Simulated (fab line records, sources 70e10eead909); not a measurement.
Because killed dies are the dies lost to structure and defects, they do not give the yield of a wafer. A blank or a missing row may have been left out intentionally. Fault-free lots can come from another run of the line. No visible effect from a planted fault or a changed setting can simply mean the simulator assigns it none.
Which tool is to blame?	flow nandHarc	72 wafers from 24 lots sampled at 6 of the route's 1159 steps

== WHAT THE GAUGES READ, wafer by wafer ==
NHARC_P_STI_INSPECT_11. Usual: 5 for rawDefectCount, sd 3.3.
lot	measured	on	rawDefectCount	flag
L074	day 2 08:27	defectInspect-01	4 1 6	
L075	day 2 19:04	defectInspect-01	1 8 4	
L076	day 3 03:23	defectInspect-01	5 6 4	
L077	day 3 03:34	defectInspect-02	5 6 3	
L078	day 3 11:23	defectInspect-01	3 5 1	
L079	day 3 17:20	defectInspect-02	2 2 3	
L080	day 4 01:01	defectInspect-01	3 3 8	
L081	day 4 06:29	defectInspect-01	5 5 3	
L082	day 4 13:36	defectInspect-01	3 0 3	
L083	day 4 13:38	defectInspect-01	8 7 8	
L084	day 5 01:32	defectInspect-02	10 9 11	
L085	day 5 05:52	defectInspect-01	4 12 3	
L086	day 5 13:42	defectInspect-02	15 10 10	
L087	day 5 13:52	defectInspect-02	7 7 8	
L088	day 6 02:02	defectInspect-02	4 5 5	
L089	day 6 01:53	defectInspect-02	3 2 6	
L090	day 6 11:02	defectInspect-02	5 3 9	
L091	day 6 19:08	defectInspect-01	8 2 5	
L092	day 7 01:31	defectInspect-02	10 2 11	
L093	day 7 06:34	defectInspect-01	3 18 10	
L094	day 7 14:01	defectInspect-02	3 4 6	
L095	day 7 14:11	defectInspect-02	7 10 5	
L096	day 8 04:12	defectInspect-02	2 3 5	
L097	day 8 04:02	defectInspect-02	3 9 11	

NHARC_P_STI_CD_MEAS_16. Usual: 198.9 nm for cdNm, sd 2.1.
lot	measured	on	cdNm (nm)	flag
L074	day 2 09:02	cdSem-01	199.7 198.9 201.2	
L075	day 2 19:40	cdSem-02	199.5 198.6 199.4	
L076	day 3 03:58	cdSem-03	202.2 203.0 203.3	
L077	day 3 04:09	cdSem-01	200.7 199.3 203.7	
L078	day 3 11:58	cdSem-01	201.2 199.7 201.2	
L079	day 3 17:55	cdSem-02	201.0 201.0 197.4	
L080	day 4 01:37	cdSem-01	195.7 196.9 196.7	
L081	day 4 07:04	cdSem-02	198.4 199.1 198.4	
L082	day 4 14:10	cdSem-01	197.7 199.1 200.0	
L083	day 4 14:14	cdSem-02	194.1 193.9 196.8	
L084	day 5 02:06	cdSem-01	202.2 202.2 199.8	
L085	day 5 06:27	cdSem-03	199.1 197.4 198.5	
L086	day 5 14:16	cdSem-03	199.5 199.4 200.7	
L087	day 5 14:26	cdSem-01	198.6 197.7 196.1	
L088	day 6 02:37	cdSem-03	196.8 197.6 199.2	
L089	day 6 02:28	cdSem-02	199.1 198.5 198.1	
L090	day 6 11:41	cdSem-01	197.7 199.6 200.8	
L091	day 6 19:43	cdSem-03	200.7 202.6 202.0	
L092	day 7 02:05	cdSem-03	199.3 198.4 199.8	
L093	day 7 07:08	cdSem-02	195.9 199.8 199.3	
L094	day 7 14:38	cdSem-01	200.3 200.0 199.2	
L095	day 7 14:46	cdSem-01	192.8 196.8 195.2	
L096	day 8 04:46	cdSem-02	198.1 195.8 199.8	
L097	day 8 04:36	cdSem-03	199.8 198.5 199.5	

NHARC_P_GATE_CD_MEAS_33. Usual: 120.3 nm for cdNm, sd 1.7.
lot	measured	on	cdNm (nm)	flag
L074	day 4 17:27	cdSem-03	121.2 121.2 120.1	
L075	day 5 02:01	cdSem-02	122.6 121.7 121.5	
L076	day 5 14:23	cdSem-02	120.1 121.2 118.8	
L077	day 5 14:19	cdSem-01	119.8 119.2 117.2	
L078	day 5 17:51	cdSem-02	119.2 119.7 121.2	
L079	day 5 17:46	cdSem-01	119.9 119.2 120.1	
L080	day 6 10:16	cdSem-02	120.5 118.1 121.4	
L081	day 7 01:52	cdSem-01	121.7 119.1 122.4	
L082	day 7 03:32	cdSem-02	120.3 118.1 120.1	
L083	day 7 02:34	cdSem-03	123.2 120.4 124.7	
L084	day 7 12:32	cdSem-01	117.7 117.2 119.8	
L085	day 7 12:23	cdSem-03	118.1 120.5 118.6	
L086	day 8 03:46	cdSem-02	122.5 123.0 120.1	
L087	day 8 03:18	cdSem-01	121.6 121.9 121.0	
L088	day 8 13:47	cdSem-03	120.3 121.9 122.6	
L089	day 8 13:53	cdSem-01	116.9 123.7 120.1	
L090	day 8 19:59	cdSem-01	120.3 120.6 120.9	
L091	day 9 04:44	cdSem-02	120.7 121.6 119.4	
L092	day 9 04:52	cdSem-03	119.3 121.1 118.1	
L093	day 9 12:31	cdSem-03	124.1 123.4 120.4	
L094	day 9 21:20	cdSem-03	122.1 119.1 119.8	
L095	day 9 20:55	cdSem-02	119.8 120.1 119.9	
L096	day 10 07:46	cdSem-02	122.0 122.8 121.2	
L097	day 10 06:31	cdSem-02	122.5 123.0 122.9	

== WHAT TOOL EACH LOT RAN ON (gives the tool, then ch and the chambers of the sampled wafers, and finally the start) ==
lot	NHARC_P_ZERO_WELL_DESCUM_13	NHARC_P_ZERO_WELL_ETCH_62	NHARC_P_GATE_ETCH_32
L074	rieDiel-05 ch 1,2,3, day 1 13:18	rieDiel-05 ch 1,2,3, day 2 08:27 or earlier	rieSi-01 ch 0,1, day 4 17:07
L075	rieDiel-06 ch 0,1,3, day 1 19:25	rieDiel-06 ch 2,3, day 2 19:04 or earlier	rieSi-04 ch 0,1,2, day 5 01:43
L076	rieDiel-09 ch 0,1,2, day 2 01:28	rieDiel-09 ch 1,2,3, day 3 03:23 or earlier	rieSi-04 ch 0,2,3, day 5 14:04
L077	rieDiel-06 ch 0,2,3, day 2 07:17	rieDiel-06 ch 1,3, day 3 03:34 or earlier	rieSi-05 ch 1,2,3, day 5 13:59
L078	rieDiel-05 ch 1,3, day 2 13:17	rieDiel-05 ch 0,3, day 3 11:23 or earlier	rieSi-05 ch 0,2,3, day 5 17:32
L079	rieDiel-05 ch 0,1,3, day 2 19:25	rieDiel-05 ch 0,1,3, day 3 17:20 or earlier	rieSi-01 ch 1,2,3, day 5 17:28
L080	rieDiel-05 ch 1,3, day 3 01:17	rieDiel-05 ch 0,3, day 4 01:01 or earlier	rieSi-05 ch 0,1, day 6 09:55
L081	rieDiel-06 ch 0,1,2, day 3 07:25	rieDiel-06 ch 0,3, day 4 06:29 or earlier	rieSi-04 ch 0,2,3, day 7 00:56
L082	rieDiel-05 ch 0,1, day 3 13:17	rieDiel-05 ch 0,1,3, day 4 13:36 or earlier	rieSi-04 ch 1,2,3, day 7 03:12
L083	rieDiel-09 ch 0,3, day 3 19:17	rieDiel-09 ch 1,2, day 4 13:38 or earlier	rieSi-01 ch 0,1, day 7 02:14
L084	rieDiel-06 ch 1,2,3, day 4 01:16	rieDiel-06 ch 0,1,3, day 5 01:32 or earlier	rieSi-05 ch 0,1,2, day 7 12:12
L085	rieDiel-05 ch 0,1,2, day 4 07:17	rieDiel-05 ch 0,1,2, day 5 05:52 or earlier	rieSi-01 ch 0,2, day 7 12:03
L086	rieDiel-06 ch 0,3, day 4 13:25	rieDiel-06 ch 0,2,3, day 5 13:42 or earlier	rieSi-04 ch 1,3, day 8 03:26
L087	rieDiel-05 ch 0,1,3, day 4 19:20	rieDiel-05 ch 0,1,3, day 5 13:52 or earlier	rieSi-05 ch 2,3, day 8 02:59
L088	rieDiel-05 ch 1,2,3, day 5 01:31	rieDiel-05 ch 0,1,3, day 6 02:02 or earlier	rieSi-04 ch 0,2,3, day 8 13:28
L089	rieDiel-05 ch 0,2,3, day 5 07:19	rieDiel-05 ch 1,2,3, day 6 01:53 or earlier	rieSi-01 ch 0,1,3, day 8 13:34
L090	rieDiel-09 ch 1,3, day 5 13:23	rieDiel-09 ch 0,1,2, day 6 11:02 or earlier	rieSi-05 ch 0,1,2, day 8 19:40
L091	rieDiel-09 ch 0,1, day 5 19:17	rieDiel-09 ch 0,3, day 6 19:08 or earlier	rieSi-01 ch 0,1,3, day 9 04:26
L092	rieDiel-06 ch 0,2,3, day 6 01:25	rieDiel-06 ch 0,1,3, day 7 01:31 or earlier	rieSi-04 ch 0,2,3, day 9 04:32
L093	rieDiel-09 ch 0,1,3, day 6 07:24	rieDiel-09 ch 0,1,3, day 7 06:34 or earlier	rieSi-05 ch 0,1, day 9 12:11
L094	rieDiel-05 ch 0,1,2, day 6 13:25	rieDiel-05 ch 0,1,3, day 7 14:01 or earlier	rieSi-01 ch 0,1,2, day 9 21:01
L095	rieDiel-09 ch 1,3, day 6 19:25	rieDiel-09 ch 1,3, day 7 14:11 or earlier	rieSi-05 ch 0,2,3, day 9 20:35
L096	rieDiel-05 ch 0,1,3, day 7 01:35	rieDiel-05 ch 0,1,2, day 8 04:12 or earlier	rieSi-04 ch 1,3, day 10 07:23
L097	rieDiel-09 ch 0,1, day 7 07:26	rieDiel-09 ch 2,3, day 8 04:02 or earlier	rieSi-01 ch 0,3, day 10 06:10
- NHARC_P_ZERO_WELL_DESCUM_13: chemistry O2, time 3 s.
- NHARC_P_ZERO_WELL_ETCH_62: etches the open film in CHF3/Ar, target depth 13 nm, time 6.5 s.
- NHARC_P_GATE_ETCH_32: etches the open film in HBr/Cl2, target depth 150 nm, time 100.1 s.

== AS READ BY THE TOOLS THEMSELVES (means over the sampled wafers that have a number; for cases with no such wafer, the mark the record gives instead) ==
NHARC_P_ZERO_WELL_DESCUM_13. Usual: drypumpMotorCurrentA 5.6 A, standard deviation 0.39; o2FlowSccm 199.9 sccm, standard deviation 0.56; oesProductAu 1.000 a.u., standard deviation 0.0081; rfVppV 57.6 V, standard deviation 0.96; showerheadPlenumPTorr 1.91 Torr, standard deviation 0.091; throttleValvePct 11.311 %, standard deviation 0.0093.
lot	tool	drypumpMotorCurrentA (A)	o2FlowSccm (sccm)	oesProductAu (a.u.)	rfVppV (V)	showerheadPlenumPTorr (Torr)	throttleValvePct (%)	flag
L074	rieDiel-05	5.6	200.1	0.995	57.5	1.89	11.306	
L075	rieDiel-06	5.6	199.8	1.010	57.7	1.84	11.308	
L076	rieDiel-09	5.6	199.9	0.989	57.7	1.96	11.318	
L077	rieDiel-06	5.6	200.1	1.000	57.6	1.89	11.299	
L078	rieDiel-05	5.4	199.7	1.004	56.4	1.88	11.310	
L079	rieDiel-05	5.7	200.0	0.997	57.6	1.90	11.315	
L080	rieDiel-05	5.4	199.6	0.998	57.1	1.88	11.321	
L081	rieDiel-06	5.5	200.0	0.996	56.8	1.89	11.317	
L082	rieDiel-05	6.2	199.8	1.012	58.0	1.97	11.316	
L083	rieDiel-09	5.5	200.2	0.994	58.0	1.91	11.306	
L084	rieDiel-06	5.7	200.0	1.002	58.0	1.89	11.310	
L085	rieDiel-05	5.9	199.7	0.991	57.0	1.91	11.301	
L086	rieDiel-06	5.7	199.6	1.010	56.6	1.84	11.306	
L087	rieDiel-05	5.7	199.7	1.014	57.9	1.90	11.305	
L088	rieDiel-05	5.6	199.6	1.002	58.7	1.89	11.308	
L089	rieDiel-05	5.5	199.6	0.996	57.5	1.84	11.306	
L090	rieDiel-09	5.7	199.9	0.982	57.3	1.91	11.306	
L091	rieDiel-09	5.4	200.1	1.006	57.9	2.03	11.314	
L092	rieDiel-06	5.6	200.0	1.004	57.5	1.89	11.307	
L093	rieDiel-09	5.5	199.7	1.000	58.2	1.97	11.312	
L094	rieDiel-05	6.0	199.7	1.002	59.0	1.91	11.309	
L095	rieDiel-09	5.6	200.3	0.991	58.1	1.91	11.307	
L096	rieDiel-05	5.8	201.0	0.995	56.9	1.90	11.319	
L097	rieDiel-09	5.5	200.4	0.994	58.8	2.04	11.317	

NHARC_P_ZERO_WELL_ETCH_62. Usual: drypumpMotorCurrentA 5.6 A, standard deviation 0.39; oesProductAu 0.961 a.u., standard deviation 0.014; rfFwdPowerW 487.8 W, standard deviation 1.6; rfVppV 370.2 V, standard deviation 2.4; showerheadPlenumPTorr 2.33 Torr, standard deviation 0.11; throttleValvePct 20.216 %, standard deviation 0.0083.
lot	tool	drypumpMotorCurrentA (A)	oesProductAu (a.u.)	rfFwdPowerW (W)	rfVppV (V)	showerheadPlenumPTorr (Torr)	throttleValvePct (%)	flag
L074	rieDiel-05	5.6	0.959	488.0	370.0	2.32	20.216	
L075	rieDiel-06	5.8	0.930	487.4	369.9	2.32	20.218	
L076	rieDiel-09	5.7	0.962	489.7	369.8	2.33	20.225	
L077	rieDiel-06	5.7	0.965	486.3	368.5	2.25	20.220	
L078	rieDiel-05	5.7	0.968	486.7	370.3	2.27	20.213	
L079	rieDiel-05	5.8	0.965	486.4	370.2	2.33	20.217	
L080	rieDiel-05	5.3	0.955	487.0	368.8	2.24	20.208	
L081	rieDiel-06	5.4	0.977	487.0	369.4	2.25	20.217	
L082	rieDiel-05	5.8	0.966	486.4	370.2	2.33	20.209	
L083	rieDiel-09	5.8	0.959	488.6	369.2	2.31	20.218	
L084	rieDiel-06	5.6	0.979	489.6	367.8	2.25	20.222	
L085	rieDiel-05	5.9	0.964	486.9	370.8	2.34	20.215	
L086	rieDiel-06	5.6	0.969	487.8	369.8	2.32	20.218	
L087	rieDiel-05	5.8	0.970	488.5	369.7	2.33	20.216	
L088	rieDiel-05	5.8	0.965	487.4	370.5	2.33	20.220	
L089	rieDiel-05	5.6	0.949	487.5	369.3	2.32	20.213	
L090	rieDiel-09	5.6	0.962	489.4	372.0	2.40	20.215	
L091	rieDiel-09	5.5	0.951	487.9	369.4	2.34	20.218	
L092	rieDiel-06	5.6	0.972	488.5	368.6	2.25	20.212	
L093	rieDiel-09	5.5	0.956	489.3	371.5	2.41	20.217	
L094	rieDiel-05	5.8	0.963	486.4	370.4	2.33	20.220	
L095	rieDiel-09	5.7	0.940	489.7	372.2	2.42	20.216	
L096	rieDiel-05	5.9	0.933	488.4	370.1	2.34	20.212	
L097	rieDiel-09	5.7	0.967	488.4	369.1	2.25	20.212	

NHARC_P_GATE_ETCH_32. Usual: drypumpMotorCurrentA 5.65 A, standard deviation 0.28; oesProductAu 1.000 a.u., standard deviation 0.0097; rfFwdPowerW 396.9 W, standard deviation 1.3; throttleValvePct 26.406 %, standard deviation 0.0086.
lot	tool	drypumpMotorCurrentA (A)	oesProductAu (a.u.)	rfFwdPowerW (W)	throttleValvePct (%)	flag
L074	rieSi-01	5.92	0.998	398.1	26.410	
L075	rieSi-04	5.73	1.004	396.4	26.410	
L076	rieSi-04	5.43	0.991	397.1	26.402	
L077	rieSi-05	5.45	1.004	398.0	26.416	
L078	rieSi-05	5.47	1.003	396.9	26.400	
L079	rieSi-01	5.78	1.006	396.8	26.402	
L080	rieSi-05	5.76	1.006	398.4	26.406	
L081	rieSi-04	5.43	0.994	396.1	26.407	
L082	rieSi-04	5.57	0.995	395.9	26.403	
L083	rieSi-01	5.91	0.995	396.6	26.405	
L084	rieSi-05	5.64	1.004	396.6	26.405	
L085	rieSi-01	5.99	1.003	398.1	26.401	
L086	rieSi-04	5.64	0.999	396.0	26.411	
L087	rieSi-05	5.30	1.007	396.4	26.406	
L088	rieSi-04	5.44	0.989	397.4	26.414	
L089	rieSi-01	5.74	0.997	395.7	26.409	
L090	rieSi-05	5.60	1.005	395.8	26.406	
L091	rieSi-01	5.76	1.012	397.3	26.415	
L092	rieSi-04	5.43	0.984	396.1	26.413	
L093	rieSi-05	5.74	0.997	397.8	26.408	
L094	rieSi-01	5.92	0.999	398.3	26.405	
L095	rieSi-05	5.46	1.005	396.1	26.397	
L096	rieSi-04	5.67	0.996	396.7	26.409	
L097	rieSi-01	5.85	1.002	396.4	26.404	

== THE ANSWER, worked out from the rows above alone ==
Rule: lot off if the mean of its wafers having a number is beyond 3 standard deviations from the usual mean. A lot without any number at a reading at which 4 lots or more have one is off too. Where the step has rows for the other lots, those lots are counted as sound. The gauges are gone through in route order, then the tools' own readings, and for those a lot's mean is taken as printed above. At the first step where some lot is off, the reading lying furthest off is the one used; lots without a number count as furthest.
No lot is off at any reading shown: from this, nothing can be told.

== WHAT THE SIMULATOR HAD INSERTED ==
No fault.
